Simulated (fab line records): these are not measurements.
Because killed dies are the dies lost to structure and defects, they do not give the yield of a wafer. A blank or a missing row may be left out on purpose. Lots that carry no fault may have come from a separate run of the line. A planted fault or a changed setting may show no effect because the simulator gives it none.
Chamber matching ; flow nand harc ; 4 sister chambers for NHARC_P_BONDPAD_DESCUM_11 on rie diel-12
The step chemistry O2, time 3 s. 30 wafers are shown with their chamber, then 12 later ones without.

EACH WAFER AND ITS CHAMBER
wafer;chamber;showerhead plenum p Torr (Torr);drypump motor current A (A);oes product au (a.u.)
L076.3;0;1.85;5.7;1.004
L076.4;1;1.83;5.2;0.985
L076.6;2;1.92;5.1;1.018
L080.3;2;1.92;5.2;1.018
L080.4;1;1.82;5.2;0.983
L080.5;2;1.92;5.2;1.014
L082.1;0;1.85;5.7;0.999
L082.3;3;1.98;6.0;0.998
L082.5;3;1.97;6.0;1.011
L082.2;2;1.92;5.2;1.014
L082.4;2;1.92;5.1;1.016
L082.6;0;1.85;5.7;1.008
L083.1;1;1.82;5.2;0.989
L083.2;2;1.92;5.2;1.020
L083.6;3;1.98;6.0;0.991
L084.1;0;1.85;5.7;1.019
L084.2;3;1.97;6.0;1.004
L084.3;1;1.82;5.2;0.992
L084.4;2;1.92;5.2;1.021
L084.5;0;1.85;5.7;1.017
L084.6;3;1.97;6.1;1.010
L089.2;1;1.82;5.2;0.986
L089.3;2;1.92;5.2;1.015
L089.5;3;1.97;6.0;0.981
L090.2;1;1.82;5.3;0.995
L090.3;3;1.97;6.0;0.988
L090.4;0;1.85;5.7;0.991
L090.1;2;1.92;5.2;1.020
L090.5;0;1.85;5.7;0.987
L090.6;1;1.82;5.2;0.985

SIGNATURES, as means of the wafers listed above
reading;chamber 0;chamber 1;chamber 2;chamber 3;scatter within a chamber
showerhead plenum p Torr;1.8500;1.8214;1.9200;1.9729;0.00296
drypump motor current A;5.700;5.214;5.178;6.014;0.0355
oes product au;1.00357;0.98786;1.01733;0.99757;0.00843
Rule: for a wafer and a chamber, the distance is found by dividing, reading by reading, the gap between the wafer's reading and the chamber's mean by the reading's scatter, squaring, summing and taking the root. The wafer belongs to the nearest chamber; if the next one is less than 2 further off, it can't be placed. How the scatter is found: for the shown wafers, subtract from each reading the mean of its chamber, square and add these, divide the total by (wafers less chambers), then take the root.

WAFERS MISSING THEIR CHAMBER
wafer;showerhead plenum p Torr (Torr);drypump motor current A (A);oes product au (a.u.)
L091.2;1.92;5.2;1.009
L091.5;1.92;5.2;1.010
L091.6;1.97;6.1;0.986
L093.2;1.97;6.0;0.994
L093.4;1.92;5.2;1.016
L093.5;1.97;6.1;0.985
L095.1;1.92;5.1;1.001
L095.2;1.82;5.2;0.972
L095.4;1.97;6.1;0.980
L095.3;1.85;5.7;0.992
L095.5;1.82;5.2;0.973
L095.6;1.92;5.2;0.996

WHICH CHAMBER EACH WENT THROUGH
wafer;from the rows above;in truth
L091.2;2;2
L091.5;2;2
L091.6;3;3
L093.2;3;3
L093.4;2;2
L093.5;3;3
L095.1;2;2
L095.2;1;1
L095.4;3;3
L095.3;0;0
L095.5;1;1
L095.6;2;2
12 of 12 placed correctly. Can't be placed from these rows: 0. Placed wrongly: 0.
